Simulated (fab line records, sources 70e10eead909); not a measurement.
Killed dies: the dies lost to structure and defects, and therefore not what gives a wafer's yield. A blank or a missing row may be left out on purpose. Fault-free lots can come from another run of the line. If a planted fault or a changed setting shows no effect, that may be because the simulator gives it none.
Chamber matching ; flow nand-harc ; 3 sister chambers for NHARC_A_M1_DEP_33 on pecvd-04
The step deposits SiCN, target thk 30 nm. 16 wafers are shown with their chamber, then 7 later ones without.

== EACH WAFER AND ITS CHAMBER ==
wafer;chamber;heater-power-w (W)
L320.1;2;768
L320.5;2;745
L320.6;0;508
L318.2;2;709
L318.5;2;685
L318.6;1;589
L319.1;2;782
L319.2;1;602
L319.5;0;524
L317.1;2;786
L317.3;0;499
L317.4;2;769
L326.4;0;542
L326.5;2;788
L339.4;1;573
L339.5;0;517

SIGNATURES (means of the wafers above)
reading;chamber 0;chamber 1;chamber 2;scatter within a chamber
heater-power-w;518.00;588.00;754.00;30.1
Rule: a wafer's distance from a chamber is the root of the sum, over the readings, of the square of ((its reading less the chamber's mean) divided by the reading's scatter). The wafer belongs to the nearest chamber; if the next one is less than 2 further off, it can't be placed. The scatter is the square root of a quotient: the sum, over the shown wafers, of each reading's squared deviation from its chamber's mean, divided by wafers minus chambers.

== WAFERS WITHOUT THEIR CHAMBER ==
wafer;heater-power-w (W)
L339.6;631
L337.2;507
L337.3;580
L337.4;707
L340.2;468
L340.5;732
L340.6;480

== WHICH CHAMBER EACH ONE RAN IN ==
wafer;from the rows above;in truth
L339.6;1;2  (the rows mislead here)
L337.2;0;0
L337.3;can't be placed: 1 or 0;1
L337.4;2;2
L340.2;0;0
L340.5;2;2
L340.6;0;0
5 of 7 placed correctly. From these rows, 1 cannot be placed; in 1 the true chamber is one of the candidates. Wrongly placed: 1.
